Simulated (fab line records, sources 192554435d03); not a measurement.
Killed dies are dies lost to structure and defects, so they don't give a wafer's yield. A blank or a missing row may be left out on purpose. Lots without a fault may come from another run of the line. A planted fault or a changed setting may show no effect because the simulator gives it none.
fab line records | flow n5_finfet | part 1 of 2: steps 1 to 19 of 28
record lots=5 wafers=15 last_day=20
route steps=1938 shown BEOL_M1@763
lots that met no fault: from a run of the same line without faults
start_h: hours from the record's first day to the start of the lot's first wafer shown | wait_h: hours since the lot's step before | " the same as in the row above | L1.1+2: a row that stands for several wafers | - no value, or no start given | * or withheld: withheld | < > ~ a bound
route shown NAME@n: a module of which the file shows steps, and the number in the route of the first | usual: mean/standard deviation of fault-free wafers | same: alike in all rows | chamber/n: place in a boat | sites: the reading at each site | _std_site: their standard deviation | _edge_site: outer sites' mean less inner sites' | radius_mm: how far each site lies from the wafer's centre | mask NAME#n: copy n | behind: the tool/chamber that last shaped the wafer | hold: why the lot was held/for how many hours/how that ended | device: the transistor (n, p or np) that didn't switch | end of line: the same wafers' tests at the end of the route | a step without rows: its recipe alone | killed: dies lost to structure and defects at the first sort, not the wafer's yield | map: a wafer's dies, x killed, . not, _ none there
set.NAME: the setting as run; set.NAME@STEP: as run at that earlier step | model.NAME: the simulator's own value behind a step, which no gauge read
lots at some steps of the route; a table a step, a row a wafer
services: from which hour (start_h, from the record's first day; less than 0 if before it) a tool's chamber was out of use, for how many hours, and why
## steps
# step N5_BEOL_M1_DEVELOP_10
# recipe develop_time_s=30 developer=TMAH resist=CAR-EUV rinse_liquid=surfactant_rinse dry=air_spin dev_temp_c=23
# usual exhaust_pa=45.0/0.91
# columns lot.wafer tool chamber start_h wait_h exhaust_pa
L077.3 litho_track-02 0 - - 45.0
L077.4 " 0 " " 44.4
L077.6 " 0 " " 43.7
L086.2 litho_track-02 0 - - 45.2
L086.3 " 0 " " 45.9
L086.5 " 0 " " 44.3
L092.3 litho_track-04 0 - - 45.1
L092.4 " 0 " " 45.4
L092.6 " 0 " " 44.9
L095.3 litho_track-04 0 - - 45.5
L095.5 " 0 " " 45.2
L095.6 " 0 " " 43.0
L097.1 litho_track-05 0 - - 43.8
L097.2 " 0 " " 45.4
L097.3 " 0 " " 45.3
# step N5_BEOL_M1_CD_MEAS_11
# recipe target_cd_nm=17.05 landing_energy_ev=500 detector=se_inlens polarity=opening
# usual cd_nm=17.06/0.22
# columns lot.wafer tool chamber start_h wait_h cd_nm
L077.3 cd_sem-03 0 140.08 - 17.56
L077.4 " 0 " " 17.16
L077.6 " 0 " " 17.08
L086.2 cd_sem-01 0 238.72 - 16.72
L086.3 " 0 " " 16.62
L086.5 " 0 " " 16.90
L092.3 cd_sem-03 0 275.08 - 16.80
L092.4 " 0 " " 17.15
L092.6 " 0 " " 16.82
L095.3 cd_sem-01 0 308.94 - 17.12
L095.5 " 0 " " 17.31
L095.6 " 0 " " 17.37
L097.1 cd_sem-01 0 309.28 - 17.14
L097.2 " 0 " " 17.23
L097.3 " 0 " " 17.07
# step N5_BEOL_M1_OVL_MEAS_12
# recipe points_per_wafer=522
# usual M1_OVL=0.3/0.82
# columns lot.wafer tool chamber start_h wait_h M1_OVL[nm]
L077.3 overlay-01 0 140.12 0.0 -0.3
L077.4 " 0 " " 0.2
L077.6 " 0 " " -1.2
L086.2 overlay-02 0 238.75 0.0 1.4
L086.3 " 0 " " 0.9
L086.5 " 0 " " 1.3
L092.3 overlay-02 0 275.12 0.0 -0.1
L092.4 " 0 " " 0.5
L092.6 " 0 " " -0.2
L095.3 overlay-01 0 308.98 0.0 0.4
L095.5 " 0 " " 0.9
L095.6 " 0 " " 1.2
L097.1 overlay-01 0 309.31 0.0 0.9
L097.2 " 0 " " 0.7
L097.3 " 0 " " 0.0
# step N5_BEOL_M1_INSPECT_13
# recipe mode=adi inspect_instrument=brightfield
# usual raw_defect_count=411/84
# columns lot.wafer tool chamber start_h wait_h raw_defect_count
L077.3 defect_inspect-01 - 140.17 0.0 628
L077.4 " - " " 503
L077.6 " - " " 406
L086.2 defect_inspect-02 - 238.81 0.0 295
L086.3 " - " " 362
L086.5 " - " " 321
L092.3 defect_inspect-01 - 275.17 0.0 517
L092.4 " - " " 386
L092.6 " - " " 377
L095.3 defect_inspect-02 - 309.03 0.0 366
L095.5 " - " " 443
L095.6 " - " " 394
L097.1 defect_inspect-02 - 309.37 0.1 360
L097.2 " - " " 255
L097.3 " - " " 312
# step N5_BEOL_M1_DESCUM_16
# recipe chemistry=O2 time_s=7 source_power_w=50 bias_power_w=20 pressure_mtorr=20 rf_frequency_hz=2.712e+07 temp_c=40 resist=CAR-EUV o2_flow_sccm=225
# usual drypump_motor_current_A=5.7/0.42 oes_product_au=0.78/0.087 rf_vpp_V=242.7/1.4 showerhead_plenum_p_Torr=2.07/0.067 throttle_valve_pct=20.53/0.16
# columns lot.wafer tool chamber start_h wait_h drypump_motor_current_A oes_product_au rf_hours_counter_h rf_vpp_V showerhead_plenum_p_Torr throttle_valve_pct
L077.3 rie_diel-02 3 140.21 0.0 5.9 0.73 169 241.3 2.01 20.40
L077.4 " 1 " " 5.6 0.75 148 242.0 2.01 20.69
L077.6 " 0 " " 4.8 0.68 - 243.5 2.15 20.81
L086.2 rie_diel-05 2 238.93 0.1 6.2 0.94 16 243.2 2.05 20.37
L086.3 " 1 " " 5.3 0.90 43 244.2 2.13 20.20
L086.5 " 1 " " 5.3 0.90 - 243.6 2.14 20.20
L092.3 rie_diel-02 1 275.23 0.1 5.6 0.73 179 240.1 2.00 20.73
L092.4 " 0 " " 4.8 0.93 19 244.7 2.14 20.42
L092.6 " 1 " " 5.6 0.74 - 242.3 2.00 20.74
L095.3 rie_diel-02 0 309.13 0.1 4.8 0.92 27 245.2 2.14 20.44
L095.5 " 2 " " 6.1 0.83 - 242.9 2.03 20.51
L095.6 " 1 " " 5.6 0.73 - 242.0 2.00 20.77
L097.1 rie_diel-02 2 309.43 0.1 6.1 0.81 94 241.8 2.03 20.53
L097.2 " 3 " " 5.9 0.70 210 241.4 1.99 20.43
L097.3 " 0 " " 4.8 0.92 27 245.7 2.14 20.42
# step N5_BEOL_M1_ETCH_74
# recipe chemistry=N2/H2 target=underlayer target_depth_a=65 mask_material=CAR-EUV time_s=5.2 ion_energy_ev=200 pressure_mtorr=30 source_w=840 bias_w=150 n2_flow_sccm=200 h2_flow_sccm=200 ends=cleared
# usual drypump_motor_current_A=5.7/0.41 etch_rf_on_time_s=5.18/0.089 oes_product_au=0.67/0.073 rf_vpp_V=523.2/2.6 showerhead_plenum_p_Torr=2.51/0.084 throttle_valve_pct=17.98/0.18
# columns lot.wafer tool chamber start_h wait_h drypump_motor_current_A etch_rf_on_time_s oes_product_au rf_hours_counter_h rf_vpp_V showerhead_plenum_p_Torr throttle_valve_pct
L077.3 rie_diel-02 3 140.25 0.0 5.9 5.13 0.63 169 519.6 2.44 17.90
L077.4 " 1 " " 5.6 5.27 0.65 148 521.3 2.44 18.12
L077.6 " 0 " " 4.8 5.26 0.58 - 523.1 2.60 18.19
L086.2 rie_diel-05 2 238.96 0.0 6.2 5.15 0.81 16 522.8 2.49 17.73
L086.3 " 1 " " 5.4 5.20 0.74 43 524.3 2.59 17.63
L086.5 " 1 " " 5.3 5.20 0.74 - 524.5 2.59 17.64
L092.3 rie_diel-02 1 275.27 0.0 5.6 5.25 0.63 179 520.4 2.43 18.16
L092.4 " 0 " " 4.8 5.06 0.80 19 523.7 2.59 17.79
L092.6 " 1 " " 5.6 5.27 0.62 - 520.9 2.43 18.16
L095.3 rie_diel-02 0 309.16 0.0 4.8 5.09 0.79 27 524.9 2.59 17.80
L095.5 " 2 " " 6.1 5.10 0.70 - 519.9 2.46 17.90
L095.6 " 1 " " 5.6 5.29 0.62 - 520.9 2.42 18.16
L097.1 rie_diel-02 2 309.47 0.0 6.1 5.15 0.70 94 521.0 2.46 17.91
L097.2 " 3 " " 5.9 5.24 0.60 210 520.4 2.42 17.98
L097.3 " 0 " " 4.8 5.14 0.78 27 526.4 2.59 17.79
# step N5_BEOL_M1_ETCH_63
# recipe chemistry=CF4 target=SiARC target_depth_a=156 mask_material=CAR-EUV time_s=26 ion_energy_ev=80 pressure_mtorr=40 source_w=545 bias_w=36 Ar_flow_sccm=100 cf4_flow_sccm=100 ends=cleared
# usual drypump_motor_current_A=5.7/0.42 etch_rf_on_time_s=25.9/0.45 oes_product_au=0.67/0.075 rf_vpp_V=183.8/1.1 showerhead_plenum_p_Torr=2.12/0.067 throttle_valve_pct=15.69/0.16
# columns lot.wafer tool chamber start_h wait_h drypump_motor_current_A etch_rf_on_time_s oes_product_au rf_hours_counter_h rf_vpp_V showerhead_plenum_p_Torr throttle_valve_pct
L077.3 rie_diel-02 3 140.26 0.0 5.9 25.3 0.64 169 182.9 2.06 15.56
L077.4 " 1 " " 5.6 26.2 0.65 148 182.9 2.05 15.77
L077.6 " 0 " " 4.8 26.2 0.59 - 184.7 2.19 15.95
L086.2 rie_diel-05 2 238.98 0.0 6.2 25.5 0.80 16 183.5 2.11 15.55
L086.3 " 1 " " 5.3 26.2 0.75 43 184.5 2.17 15.28
L086.5 " 1 " " 5.3 26.0 0.75 - 184.2 2.17 15.29
L092.3 rie_diel-02 1 275.28 0.0 5.6 26.0 0.63 179 182.1 2.04 15.84
L092.4 " 0 " " 4.8 25.2 0.81 19 184.5 2.18 15.49
L092.6 " 1 " " 5.6 26.0 0.63 - 182.3 2.04 15.83
L095.3 rie_diel-02 0 309.18 0.0 4.8 25.1 0.80 27 183.7 2.18 15.52
L095.5 " 2 " " 6.1 25.6 0.71 - 182.8 2.08 15.64
L095.6 " 1 " " 5.6 25.9 0.62 - 182.5 2.04 15.87
L097.1 rie_diel-02 2 309.49 0.0 6.1 25.7 0.70 94 182.9 2.08 15.64
L097.2 " 3 " " 5.9 25.8 0.61 210 181.0 2.04 15.63
L097.3 " 0 " " 4.8 25.6 0.79 27 185.1 2.18 15.49
# step N5_BEOL_M1_ETCH_64
# recipe chemistry=N2/H2 target=SOC target_depth_a=750 overetch_a=150 mask_material=SiARC temp_c=40 time_s=112.5 ion_energy_ev=200 pressure_mtorr=30 source_w=840 bias_w=150 n2_flow_sccm=200 h2_flow_sccm=200
# usual drypump_motor_current_A=5.7/0.42 oes_product_au=0.62/0.064 rf_vpp_V=523.1/2.6 showerhead_plenum_p_Torr=2.52/0.084 throttle_valve_pct=17.94/0.18
# columns lot.wafer tool chamber start_h wait_h drypump_motor_current_A oes_product_au rf_hours_counter_h rf_vpp_V showerhead_plenum_p_Torr throttle_valve_pct
L077.3 rie_diel-02 3 140.29 0.0 5.9 0.58 169 521.3 2.44 17.87
L077.4 " 1 " " 5.5 0.60 148 520.8 2.44 18.06
L077.6 " 0 " " 4.8 0.55 - 525.4 2.60 18.15
L086.2 rie_diel-05 2 239.01 0.0 6.2 0.73 16 521.2 2.49 17.69
L086.3 " 1 " " 5.4 0.71 43 526.3 2.59 17.59
L086.5 " 1 " " 5.4 0.69 - 524.6 2.59 17.59
L092.3 rie_diel-02 1 275.31 0.0 5.6 0.59 179 520.5 2.43 18.13
L092.4 " 0 " " 4.8 0.74 19 524.2 2.59 17.76
L092.6 " 1 " " 5.6 0.59 - 519.8 2.43 18.12
L095.3 rie_diel-02 0 309.21 0.0 4.8 0.72 27 525.3 2.59 17.74
L095.5 " 2 " " 6.1 0.65 - 522.3 2.46 17.88
L095.6 " 1 " " 5.6 0.58 - 520.7 2.42 18.15
L097.1 rie_diel-02 2 309.51 0.0 6.1 0.65 94 521.5 2.46 17.85
L097.2 " 3 " " 5.9 0.56 210 521.1 2.42 17.90
L097.3 " 0 " " 4.8 0.72 27 526.0 2.59 17.75
# step N5_BEOL_M1_STRIP_65
# recipe chemistry=N2/H2 temp_c=40 n2_flow_sccm=200 h2_flow_sccm=200 rf_frequency_hz=6e+07
# columns lot.wafer tool chamber start_h wait_h
L077.3+4+6 rie_diel-02 3,1,0 140.40 0.1
L086.2+3+5 rie_diel-05 2,1,1 239.11 0.1
L092.3+4+6 rie_diel-02 1,0,1 275.42 0.1
L095.3+5+6 rie_diel-02 0,2,1 309.31 0.1
L097.1+2+3 rie_diel-02 2,3,0 309.62 0.1
# step N5_BEOL_M1_STRIP_75
# recipe chemistry=N2/H2 temp_c=40 n2_flow_sccm=200 h2_flow_sccm=200 rf_frequency_hz=6e+07
# columns lot.wafer tool chamber start_h wait_h
L077.3+4+6 rie_diel-02 3,1,0 140.41 0.0
L086.2+3+5 rie_diel-05 2,1,1 239.12 0.0
L092.3+4+6 rie_diel-02 1,0,1 275.43 0.0
L095.3+5+6 rie_diel-02 0,2,1 309.32 0.0
L097.1+2+3 rie_diel-02 2,3,0 309.63 0.0
# step N5_BEOL_M1_STRIP_66
# recipe chemistry=CF4 resist=SiARC power_w=300 bias_power_w=75 pressure_mtorr=50 cf4_flow_sccm=150 rf_frequency_hz=6e+07
# usual drypump_motor_current_A=5.7/0.42 oes_product_au=0.77/0.082 rf_vpp_V=270.7/1.6 showerhead_plenum_p_Torr=1.77/0.056 throttle_valve_pct=13.66/0.17
# columns lot.wafer tool chamber start_h wait_h drypump_motor_current_A oes_product_au rf_hours_counter_h rf_vpp_V showerhead_plenum_p_Torr throttle_valve_pct
L077.3 rie_diel-02 3 140.42 0.0 5.9 0.73 169 270.4 1.73 13.56
L077.4 " 1 " " 5.6 0.75 148 267.5 1.72 13.73
L077.6 " 0 " " 4.8 0.69 - 272.0 1.84 13.96
L086.2 rie_diel-05 2 239.13 0.0 6.2 0.92 17 271.7 1.77 13.49
L086.3 " 1 " " 5.3 0.88 43 271.6 1.82 13.22
L086.5 " 1 " " 5.4 0.88 - 272.3 1.82 13.21
L092.3 rie_diel-02 1 275.44 0.0 5.6 0.73 179 268.5 1.71 13.82
L092.4 " 0 " " 4.8 0.92 19 271.8 1.83 13.44
L092.6 " 1 " " 5.6 0.73 - 270.8 1.71 13.82
L095.3 rie_diel-02 0 309.33 0.0 4.8 0.91 27 273.5 1.83 13.46
L095.5 " 2 " " 6.1 0.80 - 269.3 1.74 13.58
L095.6 " 1 " " 5.6 0.73 - 267.1 1.71 13.83
L097.1 rie_diel-02 2 309.64 0.0 6.1 0.81 94 269.8 1.74 13.58
L097.2 " 3 " " 5.9 0.70 210 269.4 1.72 13.66
L097.3 " 0 " " 4.8 0.90 27 271.1 1.83 13.46
# step N5_BEOL_M1_HM_OPEN_17
# recipe chemistry=Cl2/BCl3 target_depth_a=200 overetch_a=60 target=TiN mask_material=SOC ion_energy_ev=150 pressure_mtorr=10 icp_w=1000 bias_w=126 Cl2_flow_sccm=53.25 bcl3_flow_sccm=21.75 Ar_flow_sccm=25
# usual drypump_motor_current_A=5.9/0.53 oes_product_au=0.67/0.092 throttle_valve_pct=21.99/0.19
# columns lot.wafer tool chamber start_h wait_h drypump_motor_current_A oes_product_au rf_hours_counter_h throttle_valve_pct
L077.3 rie_metal-02 1 140.49 0.1 6.0 0.73 - 22.35
L077.4 " 0 " " 5.7 0.56 - 22.08
L077.6 " 1 " " 6.1 0.73 - 22.36
L086.2 rie_metal-03 0 239.18 0.0 5.9 0.54 115 21.90
L086.3 " 1 " " 5.1 0.68 - 21.86
L086.5 " 1 " " 5.1 0.69 - 21.89
L092.3 rie_metal-01 1 275.51 0.1 6.1 0.66 - 21.85
L092.4 " 0 " " 6.8 0.78 - 22.04
L092.6 " 1 " " 6.2 0.66 - 21.84
L095.3 rie_metal-03 0 309.40 0.1 5.9 0.81 - 21.63
L095.5 " 1 " " 5.1 0.65 - 21.92
L095.6 " 0 " " 5.9 0.82 - 21.61
L097.1 rie_metal-03 0 309.68 0.0 5.9 0.82 2 21.63
L097.2 " 1 " " 5.1 0.65 51 21.93
L097.3 " 0 " " 5.9 0.81 - 21.62
# step N5_BEOL_M1_STRIP_19
# recipe chemistry=O2 power_w=400 temp_c=40 pressure_mtorr=30 rf_frequency_hz=6e+07 bias_power_w=0 overash_fraction=0.2 o2_flow_sccm=225
# usual drypump_motor_current_A=5.7/0.42 oes_product_au=0.77/0.087 rf_vpp_V=3.6/0.5 showerhead_plenum_p_Torr=2.08/0.068 throttle_valve_pct=16.77/0.17
# columns lot.wafer tool chamber start_h wait_h drypump_motor_current_A oes_product_au rf_hours_counter_h rf_vpp_V showerhead_plenum_p_Torr throttle_valve_pct
L077.3 rie_diel-02 2 140.57 0.1 6.1 0.87 53 2.6 2.05 16.66
L077.4 " 0 " " 4.8 0.68 243 4.1 2.16 17.03
L077.6 " 0 " " 4.8 0.68 - 2.8 2.16 17.06
L086.2 rie_diel-02 0 239.29 0.1 4.8 0.97 8 3.5 2.15 16.59
L086.3 " 1 " " 5.6 0.74 169 2.9 2.01 16.95
L086.5 " 1 " " 5.6 0.74 - 4.2 2.01 16.95
L092.3 rie_diel-03 2 275.59 0.1 5.7 0.68 230 3.4 1.99 16.87
L092.4 " 1 " " 5.7 0.71 208 4.5 2.07 17.04
L092.6 " 0 " " 6.0 0.79 - 3.7 2.18 16.68
L095.3 rie_diel-05 2 309.49 0.1 6.2 0.89 37 4.5 2.04 16.61
L095.5 " 1 " " 5.4 0.85 - 3.4 2.13 16.45
L095.6 " 2 " " 6.2 0.89 - 3.7 2.04 16.62
L097.1 rie_diel-05 2 309.88 0.2 6.2 0.89 37 3.6 2.04 16.63
L097.2 " 3 " " 6.3 0.73 180 3.1 2.08 16.99
L097.3 " 0 " " 5.8 0.67 245 3.7 2.07 16.65
# step N5_BEOL_M1_CD_MEAS_18
# recipe pitch_nm=36 target_cd_nm=18
# usual cd_nm=17.94/0.27
# columns lot.wafer tool chamber start_h wait_h cd_nm
L077.3 cd_sem-01 - 140.64 0.1 18.10
L077.4 " - " " 18.13
L077.6 " - " " 18.07
L086.2 cd_sem-02 - 239.36 0.1 18.05
L086.3 " - " " 17.81
L086.5 " - " " 18.05
L092.3 cd_sem-02 - 275.66 0.1 17.74
L092.4 " - " " 18.18
L092.6 " - " " 17.78
L095.3 cd_sem-01 - 309.56 0.1 17.37
L095.5 " - " " 18.09
L095.6 " - " " 17.93
L097.1 cd_sem-03 - 309.95 0.0 18.34
L097.2 " - " " 17.65
L097.3 " - " " 18.17
# step N5_BEOL_M1_COAT_67
# recipe resist=SOC temp_c=250 time_s=60 spin_rpm=1500 resist_thk_nm=60
# usual exhaust_pa=45.2/0.86
# columns lot.wafer tool chamber start_h wait_h exhaust_pa
L077.3 litho_track-05 0 140.68 0.0 45.0
L077.4 " 0 " " 44.7
L077.6 " 0 " " 45.1
L086.2 litho_track-05 0 239.39 0.0 44.2
L086.3 " 0 " " 44.3
L086.5 " 0 " " 44.9
L092.3 litho_track-05 0 275.70 0.0 45.2
L092.4 " 0 " " 45.3
L092.6 " 0 " " 45.3
L095.3 litho_track-02 0 309.59 0.0 46.2
L095.5 " 0 " " 46.3
L095.6 " 0 " " 47.5
L097.1 litho_track-02 0 309.98 0.0 45.8
L097.2 " 0 " " 46.0
L097.3 " 0 " " 44.5
# step N5_BEOL_M1_COAT_68
# recipe resist=SiARC temp_c=220 time_s=60 spin_rpm=1500 resist_thk_nm=12
# usual exhaust_pa=45.0/0.87
# columns lot.wafer tool chamber start_h wait_h exhaust_pa
L077.3 litho_track-05 0 - - 45.8
L077.4 " 0 " " 45.1
L077.6 " 0 " " 45.6
L086.2 litho_track-05 0 - - 44.2
L086.3 " 0 " " 45.0
L086.5 " 0 " " 45.2
L092.3 litho_track-05 0 - - 44.5
L092.4 " 0 " " 42.9
L092.6 " 0 " " 43.4
L095.3 litho_track-02 0 - - 44.6
L095.5 " 0 " " 45.8
L095.6 " 0 " " 44.2
L097.1 litho_track-02 0 - - 45.1
L097.2 " 0 " " 44.6
L097.3 " 0 " " 44.0
# step N5_BEOL_M1_COAT_76
# recipe resist=underlayer temp_c=205 time_s=60 spin_rpm=1500 resist_thk_nm=5
# usual exhaust_pa=45.2/0.93
# columns lot.wafer tool chamber start_h wait_h exhaust_pa
L077.3 litho_track-05 0 - - 45.2
L077.4 " 0 " " 44.9
L077.6 " 0 " " 44.5
L086.2 litho_track-05 0 - - 46.0
L086.3 " 0 " " 45.9
L086.5 " 0 " " 45.0
L092.3 litho_track-05 0 - - 44.5
L092.4 " 0 " " 45.8
L092.6 " 0 " " 45.6
L095.3 litho_track-02 0 - - 45.2
L095.5 " 0 " " 44.7
L095.6 " 0 " " 45.9
L097.1 litho_track-02 0 - - 45.4
L097.2 " 0 " " 46.3
L097.3 " 0 " " 45.8
# step N5_BEOL_M1_COAT_22
# recipe resist=CAR-EUV spin_rpm=1500 resist_thk_nm=30
# usual exhaust_pa=45.1/1
# columns lot.wafer tool chamber start_h wait_h exhaust_pa
L077.3 litho_track-05 0 - - 46.5
L077.4 " 0 " " 46.7
L077.6 " 0 " " 45.5
L086.2 litho_track-05 0 - - 45.2
L086.3 " 0 " " 47.2
L086.5 " 0 " " 45.9
L092.3 litho_track-05 0 - - 44.8
L092.4 " 0 " " 44.5
L092.6 " 0 " " 45.7
L095.3 litho_track-02 0 - - 45.2
L095.5 " 0 " " 44.8
L095.6 " 0 " " 45.0
L097.1 litho_track-02 0 - - 45.1
L097.2 " 0 " " 44.8
L097.3 " 0 " " 45.1
# step N5_BEOL_M1_EBR_24
# recipe solvent=PGMEA ebr_width_mm=1.5
# usual exhaust_pa=45.0/0.97
# columns lot.wafer tool chamber start_h wait_h exhaust_pa
L077.3 litho_track-05 0 - - 45.7
L077.4 " 0 " " 44.1
L077.6 " 0 " " 47.1
L086.2 litho_track-05 0 - - 45.4
L086.3 " 0 " " 46.8
L086.5 " 0 " " 45.7
L092.3 litho_track-05 0 - - 45.7
L092.4 " 0 " " 44.5
L092.6 " 0 " " 45.5
L095.3 litho_track-02 0 - - 43.3
L095.5 " 0 " " 44.7
L095.6 " 0 " " 44.7
L097.1 litho_track-02 0 - - 43.8
L097.2 " 0 " " 45.2
L097.3 " 0 " " 44.2
